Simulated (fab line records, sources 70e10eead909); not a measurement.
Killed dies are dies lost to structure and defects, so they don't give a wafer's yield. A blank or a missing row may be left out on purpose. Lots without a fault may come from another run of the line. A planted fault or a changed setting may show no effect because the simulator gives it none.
Which tool did it? | flow nand_harc | 24 lots, 72 wafers sampled, at 6 steps of a route of 1302

WHAT THE GAUGES READ, wafer by wafer
NHARC_P_GATE_CD_MEAS_91: target cd 2000 nm.
lot  | measured     | on        | cd_nm (nm)
L074 | day 5 19:20  | cd_sem-03 | 2000.7 2000.4 2000.5
L075 | day 5 19:31  | cd_sem-02 | 2000.1 2002.5 1998.7
L076 | day 6 07:45  | cd_sem-01 | 2002.2 2002.8 2000.1
L077 | day 6 20:58  | cd_sem-02 | 2001.2 2000.9 2002.4
L078 | day 7 06:28  | cd_sem-01 | 2001.2 1999.8 1999.4
L079 | day 7 16:13  | cd_sem-03 | 1998.9 1997.2 1999.2
L080 | day 8 04:34  | cd_sem-02 | 2000.4 1998.2 1998.4
L081 | day 8 11:14  | cd_sem-02 | 2002.8 2001.6 2003.9
L082 | day 8 23:40  | cd_sem-03 | 1997.2 1997.2 1995.0
L083 | day 9 08:50  | cd_sem-01 | 1999.0 1997.0 1997.6
L084 | day 10 01:13 | cd_sem-01 | 2000.9 2000.7 2000.6
L085 | day 10 03:37 | cd_sem-02 | 2000.7 2002.1 2001.6
L086 | day 10 12:05 | cd_sem-03 | 1998.3 1998.5 1998.5
L087 | day 11 02:07 | cd_sem-02 | 2000.8 2001.8 2003.7
L088 | day 11 20:19 | cd_sem-02 | 1999.1 2000.6 2001.7
L089 | day 11 20:48 | cd_sem-03 | 2001.4 2000.9 2000.2
L090 | day 12 13:47 | cd_sem-03 | 1998.9 1997.1 2000.3
L091 | day 12 23:17 | cd_sem-02 | 1999.9 1998.2 2002.2
L092 | day 12 23:32 | cd_sem-01 | 2002.9 2001.1 2003.7
L093 | day 13 13:12 | cd_sem-03 | 1998.9 2001.9 2000.4
L094 | day 14 01:33 | cd_sem-03 | 1999.1 2002.7 2004.2
L095 | day 14 08:53 | cd_sem-03 | 2000.2 1999.0 2000.6
L096 | day 14 23:07 | cd_sem-03 | 1999.2 1999.1 1998.9
L097 | day 15 03:43 | cd_sem-01 | 2002.5 2001.5 2000.6

NHARC_P_CONTACT_INSPECT_14.
lot  | measured     | on                | raw_defect_count
L074 | day 6 00:09  | defect_inspect-01 | 5 11 3
L075 | day 6 00:20  | defect_inspect-02 | 1 5 3
L076 | day 6 12:32  | defect_inspect-02 | 3 7 2
L077 | day 7 01:40  | defect_inspect-02 | 3 3 4
L078 | day 7 11:25  | defect_inspect-01 | 6 5 8
L079 | day 7 20:56  | defect_inspect-02 | 4 6 4
L080 | day 8 10:23  | defect_inspect-02 | 3 3 6
L081 | day 8 16:02  | defect_inspect-01 | 3 2 3
L082 | day 9 08:16  | defect_inspect-02 | 2 3 1
L083 | day 9 13:38  | defect_inspect-01 | 3 4 1
L084 | day 10 05:53 | defect_inspect-01 | 1 2 4
L085 | day 10 08:19 | defect_inspect-02 | 5 2 4
L086 | day 10 19:38 | defect_inspect-02 | 10 7 8
L087 | day 11 06:56 | defect_inspect-02 | 3 4 5
L088 | day 12 01:08 | defect_inspect-02 | 8 5 4
L089 | day 12 01:37 | defect_inspect-01 | 2 1 4
L090 | day 12 18:34 | defect_inspect-01 | 3 3 4
L091 | day 13 03:58 | defect_inspect-01 | 4 11 3
L092 | day 13 04:25 | defect_inspect-02 | 2 3 7
L093 | day 13 17:55 | defect_inspect-02 | 5 6 3
L094 | day 14 06:27 | defect_inspect-01 | 1 1 4
L095 | day 14 13:43 | defect_inspect-01 | 6 5 2
L096 | day 15 04:06 | defect_inspect-02 | 8 5 7
L097 | day 15 08:33 | defect_inspect-02 | 4 1 4

NHARC_P_CONTACT_INSPECT_27.
lot  | measured     | on                | raw_defect_count
L074 | day 6 03:17  | defect_inspect-01 | 212 319 253
L075 | day 6 03:28  | defect_inspect-01 | 547 334 322
L076 | day 6 15:43  | defect_inspect-01 | 293 408 325
L077 | day 7 04:47  | defect_inspect-02 | 238 400 277
L078 | day 7 14:34  | defect_inspect-02 | 292 165 172
L079 | day 8 00:37  | defect_inspect-02 | 291 403 345
L080 | day 8 13:32  | defect_inspect-02 | 361 697 269
L081 | day 8 19:26  | defect_inspect-01 | 313 542 416
L082 | day 9 11:28  | defect_inspect-01 | 343 438 285
L083 | day 9 16:47  | defect_inspect-01 | 232 200 216
L084 | day 10 09:32 | defect_inspect-02 | 157 215 166
L085 | day 10 11:36 | defect_inspect-01 | 241 219 127
L086 | day 10 22:51 | defect_inspect-01 | 398 301 230
L087 | day 11 10:04 | defect_inspect-01 | 382 393 307
L088 | day 12 04:18 | defect_inspect-02 | 202 333 538
L089 | day 12 04:50 | defect_inspect-01 | 233 213 264
L090 | day 12 22:06 | defect_inspect-02 | 238 289 133
L091 | day 13 07:08 | defect_inspect-01 | 256 229 313
L092 | day 13 07:40 | defect_inspect-01 | 200 222 150
L093 | day 13 21:04 | defect_inspect-02 | 189 213 180
L094 | day 14 09:37 | defect_inspect-01 | 395 337 210
L095 | day 14 16:53 | defect_inspect-01 | 226 198 215
L096 | day 15 21:01 | defect_inspect-02 | 557 278 271
L097 | day 15 21:53 | defect_inspect-01 | 219 313 327

WHICH TOOL RAN EACH LOT (tool, then ch and the chambers of the sampled wafers, then the start)
lot  | NHARC_P_GATE_STRIP_95                | NHARC_P_CONTACT_ETCH_31                       | NHARC_P_CONTACT_CMP_24
L074 | plasma_asher-02 ch 0,1, day 5 20:35  | rie_diel-12 ch 0,1,2, day 6 02:55 or earlier  | cmp-02 ch 0,1,2, day 6 02:55
L075 | plasma_asher-01 ch 1, day 5 20:46    | rie_diel-02 ch 0,1,3, day 6 03:05 or earlier  | cmp-03 ch 0,1,3, day 6 03:05
L076 | plasma_asher-01 ch 0,1, day 6 09:01  | rie_diel-02 ch 2,3, day 6 15:19 or earlier    | cmp-04 ch 0,1,3, day 6 15:19
L077 | plasma_asher-02 ch 0,1, day 6 22:13  | rie_diel-06 ch 1,2,3, day 7 04:23 or earlier  | cmp-04 ch 2,3, day 7 04:23
L078 | plasma_asher-01 ch 0,1, day 7 07:53  | rie_diel-06 ch 2,3, day 7 14:13 or earlier    | cmp-02 ch 0,2,3, day 7 14:13
L079 | plasma_asher-02 ch 0,1, day 7 17:31  | rie_diel-02 ch 1,2,3, day 8 00:13 or earlier  | cmp-04 ch 1,2,3, day 8 00:13
L080 | plasma_asher-02 ch 0,1, day 8 06:22  | rie_diel-06 ch 1,2,3, day 8 13:08 or earlier  | cmp-04 ch 2,3, day 8 13:08
L081 | plasma_asher-02 ch 0,1, day 8 12:29  | rie_diel-02 ch 1,2,3, day 8 19:02 or earlier  | cmp-03 ch 0,1,2, day 8 19:02
L082 | plasma_asher-01 ch 0,1, day 9 00:56  | rie_diel-12 ch 0,1,2, day 9 11:04 or earlier  | cmp-04 ch 1,2,3, day 9 11:04
L083 | plasma_asher-01 ch 0,1, day 9 10:04  | rie_diel-12 ch 0,1,3, day 9 16:24 or earlier  | cmp-04 ch 0,1,3, day 9 16:24
L084 | plasma_asher-02 ch 0,1, day 10 02:27 | rie_diel-06 ch 0,1,2, day 10 07:12            | cmp-02 ch 0,3, day 10 09:08
L085 | plasma_asher-01 ch 0,1, day 10 04:53 | rie_diel-06 ch 0,2,3, day 10 11:12 or earlier | cmp-04 ch 0,1, day 10 11:12
L086 | plasma_asher-01 ch 0,1, day 10 15:58 | rie_diel-12 ch 0,2,3, day 10 22:26 or earlier | cmp-02 ch 0,1,2, day 10 22:26
L087 | plasma_asher-02 ch 0,1, day 11 03:22 | rie_diel-06 ch 0,1,3, day 11 09:44 or earlier | cmp-03 ch 0,1,3, day 11 09:44
L088 | plasma_asher-01 ch 0,1, day 11 21:34 | rie_diel-12 ch 0,1,2, day 12 03:55 or earlier | cmp-03 ch 0,1,3, day 12 03:55
L089 | plasma_asher-02 ch 0,1, day 11 22:03 | rie_diel-02 ch 0,1, day 12 04:26 or earlier   | cmp-04 ch 0,2, day 12 04:26
L090 | plasma_asher-02 ch 0,1, day 12 15:02 | rie_diel-12 ch 0,3, day 12 21:44 or earlier   | cmp-02 ch 0,1,2, day 12 21:44
L091 | plasma_asher-01 ch 1, day 13 00:31   | rie_diel-06 ch 0,1,2, day 13 06:47 or earlier | cmp-03 ch 1,2,3, day 13 06:47
L092 | plasma_asher-02 ch 0,1, day 13 00:47 | rie_diel-02 ch 1,2,3, day 13 07:16 or earlier | cmp-04 ch 1,2, day 13 07:16
L093 | plasma_asher-01 ch 0,1, day 13 14:28 | rie_diel-12 ch 0,1,2, day 13 20:41 or earlier | cmp-02 ch 0,2,3, day 13 20:41
L094 | plasma_asher-02 ch 0,1, day 14 02:49 | rie_diel-06 ch 0,1,2, day 14 09:13 or earlier | cmp-04 ch 1,2,3, day 14 09:13
L095 | plasma_asher-02 ch 0,1, day 14 10:08 | rie_diel-02 ch 0,2, day 14 16:31 or earlier   | cmp-03 ch 0,1,3, day 14 16:31
L096 | plasma_asher-02 ch 0,1, day 15 00:23 | rie_diel-06 ch 1,2, day 15 20:40 or earlier   | cmp-03 ch 1,2,3, day 15 20:40
L097 | plasma_asher-01 ch 0,1, day 15 04:58 | rie_diel-12 ch 0,3, day 15 21:29 or earlier   | cmp-02 ch 0,1,3, day 15 21:29
- NHARC_P_GATE_STRIP_95: strips in O2.
- NHARC_P_CONTACT_ETCH_31: etches the open film in CH3F/O2, target depth 30 nm, time 85.7 s.
- NHARC_P_CONTACT_CMP_24: polishes, t overpolish 30 s, target thk 200 nm.

WHAT THE TOOLS THEMSELVES READ (means of the sampled wafers that have a number; where no wafer has one, the mark that the record gives instead)
NHARC_P_GATE_STRIP_95.
lot  | tool            | drypump_motor_current_A (A) | heater_power_w (W) | rf_refl_power_W (W)
L074 | plasma_asher-02 | 5.4                         | 338                | 20
L075 | plasma_asher-01 | 5.9                         | 400                | 18
L076 | plasma_asher-01 | 6.1                         | 361                | 18
L077 | plasma_asher-02 | 5.4                         | 339                | 21
L078 | plasma_asher-01 | 6.1                         | 361                | 18
L079 | plasma_asher-02 | 5.4                         | 339                | 21
L080 | plasma_asher-02 | 5.4                         | 332                | 18
L081 | plasma_asher-02 | 5.4                         | 336                | 17
L082 | plasma_asher-01 | 6.1                         | 366                | 19
L083 | plasma_asher-01 | 6.0                         | 394                | 18
L084 | plasma_asher-02 | 5.4                         | 328                | 18
L085 | plasma_asher-01 | 6.1                         | 367                | 19
L086 | plasma_asher-01 | 6.1                         | 379                | 18
L087 | plasma_asher-02 | 5.4                         | 334                | 21
L088 | plasma_asher-01 | 6.0                         | 394                | 18
L089 | plasma_asher-02 | 5.4                         | 327                | 18
L090 | plasma_asher-02 | 5.4                         | 324                | 18
L091 | plasma_asher-01 | 5.9                         | 421                | 18
L092 | plasma_asher-02 | 5.4                         | 330                | 21
L093 | plasma_asher-01 | 6.0                         | 400                | 18
L094 | plasma_asher-02 | 5.4                         | 327                | 18
L095 | plasma_asher-02 | 5.4                         | 334                | 20
L096 | plasma_asher-02 | 5.4                         | 329                | 20
L097 | plasma_asher-01 | 6.0                         | 394                | 18

NHARC_P_CONTACT_ETCH_31.
lot  | tool        | drypump_motor_current_A (A) | oes_product_au (a.u.) | rf_vpp_V (V) | showerhead_plenum_p_Torr (Torr) | throttle_valve_pct (%)
L074 | rie_diel-12 | 5.6                         | 0.995                 | 244.5        | 2.49                            | 20.666
L075 | rie_diel-02 | 5.7                         | 0.976                 | 244.6        | 2.49                            | 20.657
L076 | rie_diel-02 | 5.9                         | 0.975                 | 246.0        | 2.55                            | 20.672
L077 | rie_diel-06 | 5.5                         | 0.996                 | 244.1        | 2.44                            | 20.656
L078 | rie_diel-06 | 5.6                         | 0.980                 | 244.1        | 2.47                            | 20.668
L079 | rie_diel-02 | 5.8                         | 0.981                 | 246.0        | 2.57                            | 20.664
L080 | rie_diel-06 | 5.5                         | 0.991                 | 244.0        | 2.44                            | 20.666
L081 | rie_diel-02 | 5.8                         | 0.977                 | 246.0        | 2.57                            | 20.665
L082 | rie_diel-12 | 5.6                         | 0.963                 | 245.1        | 2.49                            | 20.654
L083 | rie_diel-12 | 5.6                         | 0.988                 | 244.7        | 2.47                            | 20.668
L084 | rie_diel-06 | 5.6                         | 1.006                 | 244.4        | 2.45                            | 20.668
L085 | rie_diel-06 | 5.5                         | 0.976                 | 245.7        | 2.49                            | 20.661
L086 | rie_diel-12 | 6.1                         | 0.983                 | 244.6        | 2.44                            | 20.660
L087 | rie_diel-06 | 5.4                         | 0.985                 | 244.4        | 2.46                            | 20.662
L088 | rie_diel-12 | 5.6                         | 0.990                 | 244.0        | 2.49                            | 20.668
L089 | rie_diel-02 | 5.3                         | 0.975                 | 244.0        | 2.44                            | 20.661
L090 | rie_diel-12 | 6.0                         | 0.999                 | 243.6        | 2.42                            | 20.663
L091 | rie_diel-06 | 5.6                         | 0.983                 | 243.6        | 2.45                            | 20.676
L092 | rie_diel-02 | 5.8                         | 0.977                 | 246.0        | 2.57                            | 20.671
L093 | rie_diel-12 | 5.6                         | 0.974                 | 245.0        | 2.49                            | 20.662
L094 | rie_diel-06 | 5.6                         | 0.978                 | 244.4        | 2.45                            | 20.656
L095 | rie_diel-02 | 5.1                         | 0.955                 | 244.5        | 2.46                            | 20.669
L096 | rie_diel-06 | 5.6                         | 0.956                 | 243.6        | 2.40                            | 20.661
L097 | rie_diel-12 | 5.9                         | 0.998                 | 244.7        | 2.48                            | 20.658

NHARC_P_CONTACT_CMP_24.
lot  | tool   | edge_zone_pressure_frac | motor_current_A (A) | overpolish_run_s (s) | time_to_endpoint_s (s)
L074 | cmp-02 | 1.005                   | 11.4                | 30.002               | 40.5
L075 | cmp-03 | 1.000                   | 11.7                | 30.004               | 39.5
L076 | cmp-04 | 0.999                   | 12.1                | 29.996               | 39.4
L077 | cmp-04 | 0.998                   | 12.4                | 29.984               | 38.1
L078 | cmp-02 | 1.003                   | 12.6                | 30.004               | 41.3
L079 | cmp-04 | 1.002                   | 11.3                | 30.002               | 42.3
L080 | cmp-04 | 0.995                   | 11.1                | 30.002               | 41.9
L081 | cmp-03 | 1.006                   | 11.8                | 30.002               | 41.5
L082 | cmp-04 | 1.004                   | 11.4                | 30.009               | 42.0
L083 | cmp-04 | 1.001                   | 12.3                | 30.000               | 40.5
L084 | cmp-02 | 1.004                   | 12.8                | 30.008               | 42.5
L085 | cmp-04 | 1.000                   | 11.1                | 29.999               | 40.2
L086 | cmp-02 | 0.999                   | 11.6                | 29.995               | 42.9
L087 | cmp-03 | 1.001                   | 11.4                | 30.000               | 42.7
L088 | cmp-03 | 0.999                   | 11.7                | 30.008               | 41.3
L089 | cmp-04 | 1.000                   | 10.7                | 30.008               | 43.8
L090 | cmp-02 | 1.001                   | 11.4                | 29.999               | 40.1
L091 | cmp-03 | 1.000                   | 11.3                | 30.003               | 41.4
L092 | cmp-04 | 1.002                   | 10.3                | 30.000               | 46.9
L093 | cmp-02 | 1.002                   | 13.0                | 30.000               | 42.0
L094 | cmp-04 | 0.990                   | 11.9                | 29.995               | 42.2
L095 | cmp-03 | 1.002                   | 11.8                | 29.995               | 38.4
L096 | cmp-03 | 0.995                   | 11.1                | 30.001               | 40.4
L097 | cmp-02 | 1.003                   | 11.5                | 30.000               | 41.7

THE ANSWER, worked out from the rows above alone
Rule: what is usual is taken from the lots themselves. Put in order of their means at a reading, lots are off if they are a third of the lots or fewer, leave a main group of 4 or more, and stand apart from it by a gap of 3 or more times the standard deviation of the main group's means; of several such gaps the widest counts. A main group whose means are all the same, to the digits that the tables above print for the reading, isn't used. A lot without any number at a reading at which 4 lots or more have one is off too. The other lots that the step has rows for count as sound. The gauges are gone through in route order, then the tools' own readings, and for those a lot's mean is taken as printed above. The first step at which some lot is off is used, and at that step the reading that is off furthest; a lot without a number counts as furthest.
No lot is off at any reading shown: from this, nothing can be told.

WHAT THE SIMULATOR HAD PUT IN
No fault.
